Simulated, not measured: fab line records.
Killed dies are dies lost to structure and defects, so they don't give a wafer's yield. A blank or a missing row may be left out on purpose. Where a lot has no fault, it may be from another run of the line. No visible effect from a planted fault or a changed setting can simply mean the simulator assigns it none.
Chamber matching ; flow n5 finfet ; N5_FIN_SAQP_ETCH_51 on rie diel-01: 4 sister chambers
The step etches SiARC in CF4, target depth 45.5 nm, time 75.8 s. 4 wafers are shown with their chamber, then 7 later ones without.

== EACH WAFER AND ITS CHAMBER ==
wafer;chamber;showerhead plenum p Torr (Torr)
L090.1;3;2.16
L090.4;2;2.10
L094.1;1;2.16
L094.4;0;2.25

== WAFERS WHOSE CHAMBER IS MISSING ==
wafer;showerhead plenum p Torr (Torr)
L094.5;2.25
L095.1;2.15
L095.2;2.16
L095.4;2.25
L096.1;2.09
L096.2;2.15
L096.3;2.25

== EACH ONE'S CHAMBER ==
wafer;from the rows above;in truth
L094.5;0;0
L095.1;can't be placed: 1 or 3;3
L095.2;can't be placed: 1 or 3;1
L095.4;0;0
L096.1;2;2
L096.2;can't be placed: 1 or 3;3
L096.3;0;0
Correctly placed: 4 of 7. These rows do not allow placing 3 (true chamber among the candidates in 3). Placed wrongly: 0.
How it was worked out, from the rows above alone: a wafer's distance from a chamber is the root of the sum, over the readings, of the square of ((its reading less the chamber's mean) divided by the reading's scatter). If the next closest chamber is less than 2 further off than the closest, the wafer can't be placed; otherwise it belongs to the closest. Each chamber's mean is taken over the wafers shown for it. The scatter: with one shown wafer a chamber, the root of the mean of the squares of how far each hidden wafer lies from its nearest shown one.
